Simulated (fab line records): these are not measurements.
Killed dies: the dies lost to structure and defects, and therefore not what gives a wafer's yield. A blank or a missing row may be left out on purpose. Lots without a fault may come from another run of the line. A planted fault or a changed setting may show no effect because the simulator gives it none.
fab line records | flow n5_finfet | part 2 of 2: steps 5 to 6 of 6
[record] lots = 22 | wafers = 66 | last_day = 18
route steps=1938 shown MOL_CONTACT_COAG@619 BEOL_M0_SAQP@632 BEOL_M0@717
lots that met no fault: taken from a fault-free run of the same line
start_h: hours from the record's first day to the start of the lot's first wafer shown | wait_h: how many hours have passed since the lot's step before this one | " the same as in the row above | L1.1+2: one row covering several wafers at once | - either no value or no given start | * or withheld: withheld | < > ~ a bound
route shown NAME@n: NAME is a module with steps in the file, n the number in the route of the first one | usual: the fault-free wafers' mean and standard deviation | same: alike in all rows | chamber/n: place in a boat | sites: each site's reading | _std_site: the values' standard deviation | _edge_site: the outer-site mean with the inner-site mean subtracted | radius_mm: for every site, how far away it sits from the centre of the wafer | mask NAME#n: copy n | behind: the most recent tool/chamber to have shaped the wafer | hold: reason for holding the lot/hours on hold/outcome of the hold | device: which transistor (n, p or np) failed to switch | end of line: tests of these same wafers at the route's end | step lacking rows: just its recipe | killed: dies that structure and defects cost at the first sort, which is not the same as the wafer's yield | map: a wafer's dies, marking killed ones x, the rest . and places with no die _
set.NAME: the setting the step ran with; set.NAME@STEP: the setting that earlier step ran with | model.NAME: the simulator's own value behind a step, which no gauge read
one table for each step of the route and one row for each wafer, over a sample of lots
services: the hour from which a tool's chamber was out of use, counted from the record's first day as start_h (under 0 if before that day), plus the number of hours and why
[[steps]]
[step N5_BEOL_M0_STRIP_140]
[recipe] chemistry = CF4 | resist = SiARC | power_w = 300 | bias_power_w = 75 | pressure_mtorr = 50 | cf4_flow_sccm = 150 | rf_frequency_hz = 6e+07
[usual] drypump_motor_current_A = 5.7/0.41 | oes_product_au = 0.75/0.072 | rf_vpp_V = 271.1/2.2 | showerhead_plenum_p_Torr = 1.79/0.074 | throttle_valve_pct = 13.69/0.18
lot.wafer | tool        | chamber | start_h | wait_h | drypump_motor_current_A | oes_product_au | rf_hours_counter_h | rf_vpp_V | showerhead_plenum_p_Torr | throttle_valve_pct
L074.1    | rie_diel-01 | 2       | 118.23  | 0.1    | 6.3                     | 0.69           | 208                | 272.2    | 1.84                     | 13.64
L074.3    | "           | 0       | "       | "      | 5.5                     | 0.83           | 59                 | 271.7    | 1.81                     | 13.29
L074.6    | "           | 2       | "       | "      | 6.4                     | 0.69           | -                  | 273.8    | 1.84                     | 13.62
L075.1    | rie_diel-01 | 2       | 127.68  | 0.2    | 6.3                     | 0.70           | 210                | 271.2    | 1.84                     | 13.62
L075.4    | "           | 3       | "       | "      | 5.3                     | 0.72           | 198                | 271.8    | 1.78                     | 13.61
L075.5    | "           | 2       | "       | "      | 6.3                     | 0.68           | -                  | 273.2    | 1.84                     | 13.57
L076.2    | rie_diel-05 | 2       | 143.89  | 0.1    | 5.4                     | 0.68           | 228                | 268.5    | 1.70                     | 13.68
L076.3    | "           | 3       | "       | "      | 5.1                     | 0.73           | 190                | 271.0    | 1.79                     | 13.64
L076.6    | "           | 0       | "       | "      | 5.3                     | 0.75           | -                  | 267.8    | 1.66                     | 13.76
L077.1    | rie_diel-06 | 1       | 145.89  | 0.1    | 5.8                     | 0.71           | 225                | 270.6    | 1.79                     | 13.97
L077.2    | "           | 0       | "       | "      | 6.0                     | 0.78           | 130                | 274.6    | 1.86                     | 13.52
L077.4    | "           | 3       | "       | "      | 5.7                     | 0.79           | 120                | 271.5    | 1.88                     | 13.68
L078.1    | rie_diel-01 | 2       | 147.85  | 0.3    | 6.3                     | 0.68           | 218                | 271.8    | 1.84                     | 13.62
L078.2    | "           | 0       | "       | "      | 5.4                     | 0.80           | 68                 | 271.3    | 1.81                     | 13.27
L078.6    | "           | 0       | "       | "      | 5.5                     | 0.81           | -                  | 274.0    | 1.81                     | 13.28
L080.2    | rie_diel-01 | 2       | 157.03  | 0.2    | 6.4                     | 0.68           | 221                | 272.6    | 1.84                     | 13.64
L080.3    | "           | 3       | "       | "      | 5.3                     | 0.72           | 209                | 269.6    | 1.77                     | 13.64
L080.4    | "           | 0       | "       | "      | 5.5                     | 0.80           | 72                 | 268.8    | 1.81                     | 13.30
L081.1    | rie_diel-06 | 2       | 160.17  | 0.1    | 5.6                     | 0.70           | 204                | 271.3    | 1.72                     | 13.71
L081.3    | "           | 1       | "       | "      | 5.7                     | 0.71           | 231                | 271.7    | 1.79                     | 14.00
L081.6    | "           | 1       | "       | "      | 5.8                     | 0.71           | -                  | 269.9    | 1.79                     | 14.00
L082.2    | rie_diel-06 | 1       | 162.30  | 0.2    | 5.8                     | 0.71           | 232                | 272.4    | 1.79                     | 14.00
L082.3    | "           | 2       | "       | "      | 5.6                     | 0.70           | 205                | 268.7    | 1.72                     | 13.71
L082.6    | "           | 0       | "       | "      | 6.0                     | 0.77           | -                  | 274.4    | 1.86                     | 13.54
L083.3    | rie_diel-05 | 2       | 172.12  | 0.2    | 5.4                     | 0.68           | 238                | 267.8    | 1.70                     | 13.70
L083.4    | "           | 0       | "       | "      | 5.3                     | 0.76           | 153                | 269.4    | 1.65                     | 13.79
L083.5    | "           | 3       | "       | "      | 5.1                     | 0.71           | -                  | 267.2    | 1.78                     | 13.69
L084.1    | rie_diel-01 | 1       | 178.42  | 0.3    | 6.1                     | 0.71           | 194                | 270.7    | 1.80                     | 13.95
L084.2    | "           | 2       | "       | "      | 6.3                     | 0.68           | 228                | 271.3    | 1.83                     | 13.66
L084.5    | "           | 1       | "       | "      | 6.1                     | 0.71           | -                  | 270.7    | 1.80                     | 13.96
L086.1    | rie_diel-06 | 1       | 188.16  | 0.3    | 5.7                     | 0.71           | 242                | 272.3    | 1.79                     | 14.01
L086.2    | "           | 2       | "       | "      | 5.5                     | 0.68           | 215                | 267.9    | 1.71                     | 13.73
L086.5    | "           | 1       | "       | "      | 5.7                     | 0.70           | -                  | 268.2    | 1.79                     | 14.02
L087.2    | rie_diel-05 | 2       | 192.19  | 0.2    | 5.4                     | 0.69           | 245                | 270.2    | 1.69                     | 13.69
L087.4    | "           | 1       | "       | "      | 6.6                     | 0.94           | 14                 | 272.3    | 1.91                     | 13.54
L087.6    | "           | 2       | "       | "      | 5.5                     | 0.68           | -                  | 267.9    | 1.69                     | 13.72
L088.1    | rie_diel-06 | 1       | 198.95  | 0.1    | 5.7                     | 0.71           | 246                | 269.8    | 1.79                     | 14.00
L088.5    | "           | 3       | "       | "      | 5.7                     | 0.78           | -                  | 274.6    | 1.88                     | 13.70
L088.6    | "           | 2       | "       | "      | 5.6                     | 0.69           | -                  | 268.4    | 1.71                     | 13.75
L089.2    | rie_diel-05 | 3       | 207.83  | 0.3    | 5.1                     | 0.72           | 215                | 270.4    | 1.78                     | 13.71
L089.4    | "           | 3       | "       | "      | 5.1                     | 0.72           | -                  | 270.5    | 1.78                     | 13.70
L089.6    | "           | 0       | "       | "      | 5.3                     | 0.73           | -                  | 265.7    | 1.65                     | 13.83
L090.1    | rie_diel-05 | 3       | 217.01  | 0.2    | 5.2                     | 0.71           | 219                | 270.0    | 1.78                     | 13.71
L090.2    | "           | 1       | "       | "      | 6.6                     | 0.91           | 26                 | 272.6    | 1.91                     | 13.57
L090.6    | "           | 0       | "       | "      | 5.3                     | 0.73           | -                  | 267.9    | 1.65                     | 13.81
L091.4    | rie_diel-06 | 3       | 221.67  | 0.2    | 5.7                     | 0.76           | -                  | 273.2    | 1.88                     | 13.74
L091.5    | "           | 2       | "       | "      | 5.6                     | 0.68           | -                  | 271.6    | 1.71                     | 13.74
L091.6    | "           | 0       | "       | "      | 6.0                     | 0.76           | -                  | 272.3    | 1.85                     | 13.57
L092.1    | rie_diel-06 | 2       | 224.53  | 0.1    | 5.6                     | 0.68           | 229                | 266.8    | 1.71                     | 13.74
L092.2    | "           | 0       | "       | "      | 6.0                     | 0.75           | 161                | 272.9    | 1.85                     | 13.58
L092.4    | "           | 3       | "       | "      | 5.7                     | 0.77           | -                  | 271.9    | 1.88                     | 13.74
L093.1    | rie_diel-05 | 1       | 232.89  | 0.2    | 6.6                     | 0.90           | 29                 | 275.2    | 1.91                     | 13.57
L093.3    | "           | 0       | "       | "      | 5.3                     | 0.73           | 178                | 266.5    | 1.65                     | 13.86
L093.4    | "           | 2       | "       | "      | 5.4                     | 0.97           | 1                  | 275.9    | 1.90                     | 13.15
L095.2    | rie_diel-05 | 2       | 245.57  | 0.1    | 5.5                     | 0.94           | 6                  | 273.8    | 1.90                     | 13.14
L095.4    | "           | 3       | "       | "      | 5.1                     | 0.69           | 232                | 272.2    | 1.77                     | 13.75
L095.5    | "           | 2       | "       | "      | 5.5                     | 0.93           | -                  | 272.8    | 1.90                     | 13.13
L094.1    | rie_diel-01 | 0       | 248.34  | 0.1    | 5.5                     | 0.76           | 108                | 270.8    | 1.80                     | 13.39
L094.3    | "           | 1       | "       | "      | 6.1                     | 0.69           | 222                | 271.0    | 1.79                     | 14.03
L094.6    | "           | 1       | "       | "      | 6.1                     | 0.69           | -                  | 268.4    | 1.79                     | 14.05
L096.1    | rie_diel-06 | 0       | 248.59  | 0.2    | 6.0                     | 0.74           | 169                | 273.7    | 1.85                     | 13.63
L096.4    | "           | 3       | "       | "      | 5.7                     | 0.76           | 152                | 274.0    | 1.87                     | 13.76
L096.5    | "           | 2       | "       | "      | 5.6                     | 0.68           | -                  | 270.1    | 1.71                     | 13.80
L097.1    | rie_diel-06 | 3       | 253.44  | 0.1    | 5.7                     | 0.76           | 154                | 273.5    | 1.87                     | 13.77
L097.4    | "           | 2       | "       | "      | 5.6                     | 0.67           | 238                | 271.8    | 1.71                     | 13.76
L097.6    | "           | 2       | "       | "      | 5.6                     | 0.67           | -                  | 270.9    | 1.71                     | 13.78
[step N5_BEOL_M0_TRENCH_ETCH_107]
[recipe] chemistry = C4F6/O2 | target_depth_a = 328 | target = SiOC | time_s = 16.4 | ion_energy_ev = 250 | pressure_mtorr = 30 | source_w = 355 | bias_w = 185 | Ar_flow_sccm = 300 | C4F6_flow_sccm = 10 | O2_flow_sccm = 10
[usual] bias_w = 185.0/0.52 | drypump_motor_current_A = 5.7/0.45 | oes_product_au = 0.75/0.082 | rf_vpp_V = 664/11 | showerhead_plenum_p_Torr = 2.85/0.12 | throttle_valve_pct = 20.92/0.15
lot.wafer | tool        | chamber | start_h | wait_h | bias_w | drypump_motor_current_A | oes_product_au | rf_hours_counter_h | rf_vpp_V | showerhead_plenum_p_Torr | throttle_valve_pct
L074.1    | rie_diel-05 | 1       | 118.42  | 0.0    | 185.2  | 6.6                     | 0.68           | 244                | 649      | 2.72                     | 21.33
L074.3    | "           | 3       | "       | "      | 185.2  | 5.1                     | 0.73           | 181                | 650      | 2.85                     | 20.95
L074.6    | "           | 0       | "       | "      | 184.5  | 5.3                     | 0.77           | -                  | 658      | 2.64                     | 21.09
L075.1    | rie_diel-01 | 0       | 127.86  | 0.0    | 184.5  | 5.5                     | 0.82           | 62                 | 660      | 2.88                     | 20.63
L075.4    | "           | 2       | "       | "      | 184.6  | 6.4                     | 0.70           | 210                | 668      | 2.92                     | 20.77
L075.5    | "           | 2       | "       | "      | 184.6  | 6.4                     | 0.70           | -                  | 667      | 2.92                     | 20.78
L076.2    | rie_diel-05 | 2       | 145.34  | 0.0    | 185.6  | 5.5                     | 0.69           | 229                | 677      | 2.72                     | 20.95
L076.3    | "           | 3       | "       | "      | 184.8  | 5.1                     | 0.73           | 191                | 650      | 2.85                     | 20.95
L076.6    | "           | 3       | "       | "      | 184.1  | 5.2                     | 0.73           | -                  | 650      | 2.84                     | 20.96
L077.1    | rie_diel-01 | 0       | 146.09  | 0.0    | 185.3  | 5.4                     | 0.80           | 68                 | 661      | 2.88                     | 20.62
L077.2    | "           | 3       | "       | "      | 185.0  | 5.3                     | 0.72           | 205                | 671      | 2.83                     | 20.87
L077.4    | "           | 2       | "       | "      | 184.0  | 6.3                     | 0.69           | 217                | 666      | 2.92                     | 20.77
L078.1    | rie_diel-01 | 2       | 148.05  | 0.0    | 185.0  | 6.4                     | 0.69           | 218                | 667      | 2.92                     | 20.79
L078.2    | "           | 0       | "       | "      | 185.5  | 5.4                     | 0.81           | 69                 | 660      | 2.88                     | 20.64
L078.6    | "           | 2       | "       | "      | 185.2  | 6.3                     | 0.68           | -                  | 666      | 2.92                     | 20.79
L080.2    | rie_diel-05 | 2       | 157.56  | 0.0    | 184.6  | 5.4                     | 0.68           | 234                | 677      | 2.71                     | 20.97
L080.3    | "           | 0       | "       | "      | 185.8  | 5.3                     | 0.76           | 148                | 656      | 2.63                     | 21.11
L080.4    | "           | 1       | "       | "      | 185.3  | 6.6                     | 1.00           | 2                  | 660      | 3.05                     | 20.99
L081.1    | rie_diel-01 | 1       | 160.36  | 0.0    | 184.3  | 6.1                     | 0.70           | 188                | 647      | 2.82                     | 21.01
L081.3    | "           | 2       | "       | "      | 185.3  | 6.3                     | 0.68           | 222                | 666      | 2.92                     | 20.79
L081.6    | "           | 1       | "       | "      | 185.2  | 6.1                     | 0.71           | -                  | 647      | 2.82                     | 21.03
L082.2    | rie_diel-05 | 3       | 162.49  | 0.0    | 185.7  | 5.1                     | 0.73           | 197                | 651      | 2.84                     | 20.95
L082.3    | "           | 1       | "       | "      | 184.7  | 6.6                     | 1.00           | 4                  | 660      | 3.05                     | 21.01
L082.6    | "           | 1       | "       | "      | 184.6  | 6.6                     | 1.00           | -                  | 661      | 3.05                     | 21.01
L083.3    | rie_diel-01 | 1       | 172.38  | 0.0    | 185.1  | 6.1                     | 0.70           | 193                | 646      | 2.82                     | 21.02
L083.4    | "           | 3       | "       | "      | 185.7  | 5.3                     | 0.72           | 215                | 672      | 2.83                     | 20.89
L083.5    | "           | 3       | "       | "      | 185.4  | 5.3                     | 0.72           | -                  | 670      | 2.83                     | 20.87
L084.1    | rie_diel-06 | 3       | 178.96  | 0.0    | 184.6  | 5.7                     | 0.79           | 128                | 679      | 2.97                     | 20.92
L084.2    | "           | 1       | "       | "      | 185.1  | 5.8                     | 0.72           | 239                | 665      | 2.82                     | 21.27
L084.5    | "           | 3       | "       | "      | 185.4  | 5.7                     | 0.80           | -                  | 680      | 2.97                     | 20.92
L086.1    | rie_diel-01 | 1       | 188.87  | 0.0    | 185.1  | 6.1                     | 0.71           | 199                | 648      | 2.82                     | 21.05
L086.2    | "           | 0       | "       | "      | 185.1  | 5.5                     | 0.80           | 85                 | 660      | 2.87                     | 20.65
L086.5    | "           | 3       | "       | "      | 184.6  | 5.3                     | 0.71           | -                  | 670      | 2.82                     | 20.89
L087.2    | rie_diel-06 | 1       | 193.27  | 0.0    | 185.2  | 5.7                     | 0.71           | 244                | 665      | 2.82                     | 21.26
L087.4    | "           | 0       | "       | "      | 184.7  | 6.0                     | 0.75           | 149                | 660      | 2.95                     | 20.83
L087.6    | "           | 0       | "       | "      | 184.4  | 6.0                     | 0.75           | -                  | 660      | 2.95                     | 20.85
L088.1    | rie_diel-06 | 3       | 199.13  | 0.0    | 185.9  | 5.7                     | 0.79           | 136                | 679      | 2.97                     | 20.93
L088.5    | "           | 3       | "       | "      | 184.9  | 5.8                     | 0.79           | -                  | 680      | 2.97                     | 20.93
L088.6    | "           | 2       | "       | "      | 185.0  | 5.6                     | 0.70           | -                  | 669      | 2.69                     | 20.82
L089.2    | rie_diel-05 | 3       | 208.10  | 0.0    | 185.0  | 5.1                     | 0.72           | 215                | 650      | 2.83                     | 20.98
L089.4    | "           | 3       | "       | "      | 184.6  | 5.1                     | 0.71           | -                  | 649      | 2.83                     | 20.99
L089.6    | "           | 1       | "       | "      | 185.4  | 6.6                     | 0.95           | -                  | 660      | 3.04                     | 21.05
L090.1    | rie_diel-06 | 3       | 217.52  | 0.0    | 184.2  | 5.7                     | 0.77           | 143                | 680      | 2.96                     | 20.94
L090.2    | "           | 2       | "       | "      | 185.1  | 5.6                     | 0.69           | 226                | 667      | 2.69                     | 20.85
L090.6    | "           | 3       | "       | "      | 184.7  | 5.7                     | 0.78           | -                  | 680      | 2.96                     | 20.94
L091.4    | rie_diel-06 | 0       | 221.85  | 0.0    | 185.8  | 6.0                     | 0.75           | -                  | 661      | 2.95                     | 20.85
L091.5    | "           | 2       | "       | "      | 184.8  | 5.5                     | 0.70           | -                  | 668      | 2.69                     | 20.82
L091.6    | "           | 3       | "       | "      | 184.9  | 5.7                     | 0.77           | -                  | 680      | 2.96                     | 20.95
L092.1    | rie_diel-06 | 0       | 224.71  | 0.0    | 184.9  | 6.1                     | 0.75           | 161                | 659      | 2.95                     | 20.86
L092.2    | "           | 3       | "       | "      | 185.3  | 5.7                     | 0.77           | 145                | 680      | 2.96                     | 20.94
L092.4    | "           | 3       | "       | "      | 184.4  | 5.8                     | 0.77           | -                  | 680      | 2.96                     | 20.94
L093.1    | rie_diel-05 | 0       | 233.08  | 0.0    | 184.5  | 5.3                     | 0.74           | 178                | 656      | 2.62                     | 21.16
L093.3    | "           | 1       | "       | "      | 184.9  | 6.6                     | 0.94           | 29                 | 661      | 3.04                     | 21.05
L093.4    | "           | 3       | "       | "      | 185.6  | 5.2                     | 0.70           | 226                | 649      | 2.83                     | 21.01
L095.2    | rie_diel-06 | 1       | 245.79  | 0.0    | 184.4  | 5.8                     | 0.94           | 6                  | 667      | 2.82                     | 20.86
L095.4    | "           | 2       | "       | "      | 185.5  | 5.6                     | 0.70           | 235                | 668      | 2.68                     | 20.85
L095.5    | "           | 1       | "       | "      | 185.1  | 5.8                     | 0.94           | -                  | 667      | 2.82                     | 20.86
L094.1    | rie_diel-05 | 1       | 248.70  | 0.0    | 184.9  | 6.6                     | 0.92           | 35                 | 660      | 3.04                     | 21.04
L094.3    | "           | 2       | "       | "      | 184.7  | 5.4                     | 0.94           | 7                  | 689      | 3.04                     | 20.60
L094.6    | "           | 3       | "       | "      | 184.6  | 5.1                     | 0.70           | -                  | 651      | 2.83                     | 21.05
L096.1    | rie_diel-01 | 3       | 248.84  | 0.0    | 183.9  | 5.3                     | 0.70           | 245                | 670      | 2.81                     | 20.93
L096.4    | "           | 3       | "       | "      | 184.6  | 5.3                     | 0.70           | -                  | 670      | 2.81                     | 20.93
L096.5    | "           | 1       | "       | "      | 186.1  | 6.1                     | 0.68           | -                  | 646      | 2.81                     | 21.05
L097.1    | rie_diel-05 | 0       | 253.63  | 0.0    | 185.3  | 5.3                     | 0.74           | 186                | 656      | 2.61                     | 21.16
L097.4    | "           | 1       | "       | "      | 185.5  | 6.6                     | 0.91           | 37                 | 661      | 3.04                     | 21.07
L097.6    | "           | 2       | "       | "      | 184.6  | 5.4                     | 0.94           | -                  | 687      | 3.04                     | 20.60
[[services]]
tool            | chamber | start_h | hours | kind
cmp-02          | -       | 95.36   | 3.7   | pm
pecvd-03        | -       | 97.71   | 5.5   | pm
cmp-01          | -       | 107.01  | 4.6   | pm
cmp-01          | -       | 118.11  | 4.1   | repair
rie_diel-06     | 2       | 130.51  | 8.3   | repair
pecvd-02        | -       | 149.20  | 1.5   | repair
cmp-02          | -       | 149.95  | 1.8   | repair
cmp-02          | -       | 158.13  | 5.8   | repair
rie_diel-06     | 3       | 159.99  | 6.8   | repair
pecvd-02        | 0       | 162.79  | 21.3  | repair
rie_diel-03     | -       | 163.99  | 0.5   | repair
pecvd-02        | -       | 174.89  | 0.7   | repair
rie_diel-03     | 2       | 175.88  | 5.3   | repair
pecvd-01        | -       | 178.63  | 6.0   | pm
pecvd-02        | -       | 185.19  | 4.3   | pm
cmp-03          | -       | 196.14  | 5.3   | pm
pecvd-01        | 2       | 207.56  | 17.3  | repair
pecvd-03        | -       | 212.33  | 5.2   | repair
rie_diel-05     | 1       | 221.26  | 6.6   | repair
cmp-03          | -       | 224.34  | 1.3   | repair
plasma_asher-01 | -       | 230.13  | 5.1   | repair
rie_diel-03     | 0       | 236.50  | 2.5   | repair
cmp-03          | -       | 238.35  | 2.4   | repair
rie_diel-01     | 2       | 252.91  | 7.8   | repair
